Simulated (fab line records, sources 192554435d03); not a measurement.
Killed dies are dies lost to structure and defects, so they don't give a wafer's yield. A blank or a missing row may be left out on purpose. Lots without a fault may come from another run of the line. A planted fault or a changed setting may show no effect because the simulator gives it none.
Chamber matching | flow n5_finfet | N5_GATE_CUT_ETCH_36 on rie_diel-04: 4 sister chambers
The step etches SiARC in CF4, target depth 13 nm, time 21.7 s. 4 wafers are shown with their chamber, then 8 later ones without.

WAFERS WITH THEIR CHAMBER
wafer  | chamber | showerhead_plenum_p_Torr (Torr)
L086.4 | 0       | 2.11
L086.5 | 3       | 2.16
L090.6 | 2       | 2.07
L095.2 | 1       | 2.20

WAFERS WITHOUT THEIR CHAMBER
wafer  | showerhead_plenum_p_Torr (Torr)
L095.5 | 2.11
L095.6 | 2.20
L096.1 | 2.07
L096.2 | 2.11
L096.3 | 2.20
L097.1 | 2.10
L097.2 | 2.15
L097.4 | 2.07

WHICH CHAMBER EACH WENT THROUGH
wafer  | from the rows above | in truth
L095.5 | 0                   | 0
L095.6 | 1                   | 1
L096.1 | 2                   | 2
L096.2 | 0                   | 0
L096.3 | 1                   | 1
L097.1 | 0                   | 0
L097.2 | 3                   | 3
L097.4 | 2                   | 2
Placed correctly: 8 of 8. Can't be placed from these rows: 0. Placed wrongly: 0.
How it was worked out, from the rows above alone: a wafer's distance from a chamber is the root of the sum, over the readings, of the square of ((its reading less the chamber's mean) divided by the reading's scatter). The wafer belongs to the nearest chamber; if the next one is less than 2 further off, it can't be placed. A chamber's mean is the mean of its shown wafers. The scatter: with one shown wafer a chamber, the root of the mean of the squares of how far each hidden wafer lies from its nearest shown one.
